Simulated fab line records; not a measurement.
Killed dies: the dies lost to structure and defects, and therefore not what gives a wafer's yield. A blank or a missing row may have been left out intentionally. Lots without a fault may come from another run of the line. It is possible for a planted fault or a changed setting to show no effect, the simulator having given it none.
Chamber matching | flow n5 finfet | 3 sister chambers for N5_BEOL_M9_PECVD_70 on pecvd-02
The step deposits SiO2 from TEOS/O2, target thk 20 nm, time 22.7 s. 3 wafers are shown with their chamber, then 7 later ones without.

WAFERS WITH THEIR CHAMBER
wafer  | chamber | heater power w (W)
L088.1 | 0       | 756
L089.1 | 1       | 617
L089.4 | 2       | 817

WAFERS WITHOUT THEIR CHAMBER
wafer  | heater power w (W)
L089.5 | 636
L093.3 | 759
L093.4 | 731
L093.6 | 611
L094.1 | 628
L094.5 | 655
L094.6 | 750

WHICH CHAMBER EACH WENT THROUGH
wafer  | from the rows above | in truth
L089.5 | 1                   | 1
L093.3 | 0                   | 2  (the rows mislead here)
L093.4 | 0                   | 0
L093.6 | 1                   | 1
L094.1 | 1                   | 1
L094.5 | 1                   | 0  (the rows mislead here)
L094.6 | 0                   | 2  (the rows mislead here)
Correct placement for 4 of the 7. Can't be placed from these rows: 0. Placed wrongly: 3.
How it was worked out, from the rows above alone: a wafer's distance from a chamber is the root of the sum, over the readings, of the square of ((its reading less the chamber's mean) divided by the reading's scatter). If the next closest chamber is less than 2 further off than the closest, the wafer can't be placed; otherwise it belongs to the closest. Each chamber's mean is taken over the wafers shown for it. The scatter (one wafer shown for each chamber): square how far every hidden wafer sits from the nearest shown wafer, average those squares and take the square root.
